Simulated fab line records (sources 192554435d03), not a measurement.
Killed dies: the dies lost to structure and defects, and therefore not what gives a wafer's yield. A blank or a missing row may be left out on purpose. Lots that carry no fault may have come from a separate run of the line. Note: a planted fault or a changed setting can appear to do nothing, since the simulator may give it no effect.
Matching of chambers + flow n5Finfet + 3 sister chambers for N5_BEOL_M2_PRE_CLEAN_60 on cvdCo-02
The step time 15 s. 3 wafers are shown with their chamber, then 7 later ones without.

## EACH WAFER AND ITS CHAMBER
| wafer  | chamber | heaterPowerW (W) |
|--------|---------|------------------|
| L605.2 | 2       | 66               |
| L609.2 | 0       | 82               |
| L609.4 | 1       | 88               |

## WAFERS WITHOUT THEIR CHAMBER
| wafer  | heaterPowerW (W) |
|--------|------------------|
| L609.5 | 83               |
| L614.1 | 67               |
| L614.2 | 88               |
| L614.3 | 83               |
| L617.1 | 68               |
| L617.5 | 87               |
| L617.6 | 66               |

## WHICH CHAMBER EACH ONE RAN IN
| wafer  | from the rows above | in truth |
|--------|---------------------|----------|
| L609.5 | 0                   | 0        |
| L614.1 | 2                   | 2        |
| L614.2 | 1                   | 1        |
| L614.3 | 0                   | 0        |
| L617.1 | 2                   | 2        |
| L617.5 | 1                   | 1        |
| L617.6 | 2                   | 2        |
7 of 7 placed correctly. Left unplaced by these rows: 0. Placed wrongly: 0.
How it was worked out, from the rows above alone: a wafer's distance from a chamber is the root of the sum, over the readings, of the square of ((its reading less the chamber's mean) divided by the reading's scatter). The wafer belongs to the nearest chamber; if the next one is less than 2 further off, it can't be placed. For every chamber, the mean is computed from those of its wafers that are shown. The scatter: root of mean squared gap, hidden wafer to nearest shown wafer, with one shown wafer a chamber.
